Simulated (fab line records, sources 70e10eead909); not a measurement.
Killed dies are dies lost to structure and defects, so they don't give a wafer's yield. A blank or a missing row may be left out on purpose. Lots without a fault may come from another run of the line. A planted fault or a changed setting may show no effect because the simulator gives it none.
Which tool did it? | flow nand_harc | 11 lots, 33 wafers sampled, at 5 steps of a route of 1302

WHAT THE GAUGES READ, wafer by wafer
NHARC_END_SORT_01.
lot  | measured     | on        | killed_at_array
L603 | day 24 06:23 | prober-02 | 94 83 85
L604 | day 24 20:28 | prober-01 | 61 72 63
L614 | day 28 12:01 | prober-02 | 73 670 71
L616 | day 29 16:13 | prober-02 | 29 18 26
L618 | day 31 02:07 | prober-02 | 32 42 33
L621 | day 31 12:07 | prober-01 | 63 72 70
L622 | day 33 05:52 | prober-01 | 50 64 54
L624 | day 32 21:17 | prober-01 | 46 42 49
L623 | day 33 01:43 | prober-02 | 49 43 44
L625 | day 33 12:03 | prober-02 | 35 25 39
L626 | day 34 22:08 | prober-01 | 45 44 53

WHICH TOOL RAN EACH LOT (tool, then ch and the chambers of the sampled wafers, then the start)
lot  | NHARC_A_STAIRCASE_ETCHBACK_157     | NHARC_A_SGD_CUT_ETCH_58            | NHARC_A_SGD_CUT_ETCH_15                       | NHARC_A_SGD_CUT_CMP_21
L603 | rie_diel-10 ch 0,2,3, day 19 03:50 | rie_diel-12 ch 1,2, day 19 05:46   | rie_diel-12 ch 0,1,3, day 19 11:34 or earlier | cmp-03 ch 0,1, day 19 11:34
L604 | rie_diel-01 ch 1,3, day 19 13:02   | rie_diel-13 ch 1,2, day 19 15:01   | rie_diel-13 ch 1,2,3, day 19 20:51 or earlier | cmp-04 ch 2,3, day 19 20:51
L614 | rie_diel-01 ch 1,2, day 23 08:11   | rie_diel-13 ch 0,1,3, day 23 10:01 | rie_diel-13 ch 1,2, day 23 15:44 or earlier   | cmp-03 ch 0,2,3, day 23 15:44
L616 | rie_diel-01 ch 2,3, day 24 01:18   | rie_diel-12 ch 0,1,2, day 24 03:15 | rie_diel-12 ch 0,1, day 24 12:12 or earlier   | cmp-03 ch 0,1,2, day 24 12:12
L618 | rie_diel-01 ch 0,1,2, day 25 01:36 | rie_diel-12 ch 1,3, day 25 03:34   | rie_diel-12 ch 1,2,3, day 25 12:36 or earlier | cmp-02 ch 0,2,3, day 25 12:36
L621 | rie_diel-08 ch 1,2,3, day 26 04:58 | rie_diel-09 ch 1,2,3, day 26 07:01 | rie_diel-09 ch 0,1,2, day 26 12:56 or earlier | cmp-04 ch 0,1,2, day 26 12:56
L622 | rie_diel-10 ch 1,2, day 27 05:56   | rie_diel-12 ch 0,1, day 27 07:53   | rie_diel-12 ch 1,2, day 27 13:52 or earlier   | cmp-02 ch 0,2,3, day 27 13:52
L624 | rie_diel-08 ch 0,1,2, day 27 06:06 | rie_diel-12 ch 0,1,2, day 27 08:12 | rie_diel-12 ch 0,1, day 27 13:47 or earlier   | cmp-03 ch 1,2, day 27 13:47
L623 | rie_diel-08 ch 1,2,3, day 27 06:20 | rie_diel-13 ch 2,3, day 27 08:26   | rie_diel-13 ch 1,2,3, day 27 13:50 or earlier | cmp-04 ch 0,2,3, day 27 13:50
L625 | rie_diel-01 ch 0,1,2, day 28 00:29 | rie_diel-13 ch 0,2,3, day 28 02:47 | rie_diel-13 ch 0,2,3, day 28 10:11 or earlier | cmp-04 ch 0,1,3, day 28 10:11
L626 | rie_diel-08 ch 0,2,3, day 29 00:58 | rie_diel-12 ch 0,1,2, day 29 02:55 | rie_diel-12 ch 0,1,3, day 29 11:41 or earlier | cmp-03 ch 0,1,2, day 29 11:41
- NHARC_A_STAIRCASE_ETCHBACK_157: etches the open film in CH3F/O2, target depth 90 nm, time 167.14 s.
- NHARC_A_SGD_CUT_ETCH_58: etches the open film in CF4, target depth 39 nm, time 65 s.
- NHARC_A_SGD_CUT_ETCH_15: etches the open film in CH3F/O2, target depth 75 nm, time 64.3 s.
- NHARC_A_SGD_CUT_CMP_21: polishes, target thk 148.19 nm.

THE ANSWER, worked out from the rows above alone
Rule: what is usual is taken from the lots themselves. Put in order of their means at a reading, lots are off if they are a third of the lots or fewer, leave a main group of 4 or more, and stand apart from it by a gap of 3 or more times the standard deviation of the main group's means; of several such gaps the widest counts. A main group whose means are all the same, to the digits that the tables above print for the reading, isn't used. A lot without any number at a reading at which 4 lots or more have one is off too. The other lots that the step has rows for count as sound.
Off: L614, at NHARC_END_SORT_01 (killed_at_array). The main group: mean 51, standard deviation 18.
A tool fits if, at a process step before that reading, it ran every lot that is off, and no sound lot after the first of them. The gauges at NHARC_END_SORT_01 are tried like those tools. NHARC_A_SGD_CUT_ETCH_15 gives no start for some lots, so the hours and the order of its lots are those of NHARC_A_SGD_CUT_CMP_21. None of those tried fits.

WHAT THE SIMULATOR HAD PUT IN
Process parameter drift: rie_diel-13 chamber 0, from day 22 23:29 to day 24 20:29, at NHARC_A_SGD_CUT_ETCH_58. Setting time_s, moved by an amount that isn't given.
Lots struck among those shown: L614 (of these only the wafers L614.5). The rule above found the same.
